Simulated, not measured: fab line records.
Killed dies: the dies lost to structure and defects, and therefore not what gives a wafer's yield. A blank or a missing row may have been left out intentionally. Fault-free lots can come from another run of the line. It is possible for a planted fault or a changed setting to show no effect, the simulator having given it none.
A struck lot beside a sound one :: flow nand-harc :: 14 out of 1159 route steps
Sound: wafers L805.1, L805.4, L805.5. The struck wafers were L814.1, L814.2, L814.3. At the end, the cause is stated.
Per side, at each step with rows, come the tool, then ch with its chambers, and then its first start. Under that, the readings that differ: sound wafers :: struck wafers :: difference of the means :: sigmas: that difference in standard deviations of wafers without a fault.
alike: a reading whose means differ by less than 2 such deviations, as well as words and numbers matching on both sides. not compared: withheld readings; readings where some wafer has no value; bounds like >300 that might hide an equal value; numbers whose values overlap and for which the record gives no deviation.
The two part at a step that has a row with sigmas, a row that says differs or no value, or rows on one side only. Non-overlapping numbers with no deviation appear without sigmas and do not part them. Lack of a reading on every wafer of one side parts them only where that side has two or more wafers.

NHARC_P_M2_DEP_33: deposits SiCN, target thk 30 nm.
  sound on pecvd-04 ch 0,1, day 7 11:42; struck on pecvd-01 ch 0,1,2, day 9 14:59
  alike: heater-power-w
NHARC_P_BONDPAD_DEP_00: deposits SiCN, target thk 250 nm.
  sound on pecvd-01 ch 0,1,2, day 7 12:05; struck on pecvd-01 ch 0,1,2
  alike: heater-power-w
NHARC_P_BONDPAD_CMP_32: polishes SiCN, target thk 200 nm.
  sound on cmp-04 ch 0,3, day 7 12:26; struck on cmp-02 ch 0,2,3, day 9 15:59
  alike: motor-current-A
NHARC_P_BONDPAD_THK_MEAS_33: measures by ellipsometry.
  sound on film-metro-02, day 7 12:41; struck on film-metro-02, day 9 16:14
  alike: thk-nm
then, 8 steps without rows for these wafers: NHARC_P_BONDPAD_SRD_34; NHARC_P_BONDPAD_DEHYDRATE_01 (time 120 s); NHARC_P_BONDPAD_HMDS_02 (time 30 s); NHARC_P_BONDPAD_COAT_36 (time 65 s); NHARC_P_BONDPAD_COAT_03 (resist thk 600 nm); NHARC_P_BONDPAD_SOFTBAKE_04 (time 70 s); NHARC_P_BONDPAD_EBR_05; NHARC_P_BONDPAD_EXPOSE_06 (exposes mask P BPAD).
NHARC_P_BONDPAD_PEB_07: peb time 80 s.
  sound on litho-track-03 ch 0, day 7 13:03; struck on litho-track-03, day 9 16:43
  no value came back on the struck wafers for chill-plate-temp-C (C), exhaust-pa (Pa); on the sound wafers chill-plate-temp-C (C) reads 23.10 23.08 23.23
then, 1 step without rows for these wafers: NHARC_P_BONDPAD_DEVELOP_08 (time 50 s).

WHERE THEY PART
At NHARC_P_BONDPAD_PEB_07 and nowhere else, as far as this record goes.

WHY: the cause the simulator had injected
Whole step skipped at NHARC_P_BONDPAD_PEB_07 on litho-track-03, starting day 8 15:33. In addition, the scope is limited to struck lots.
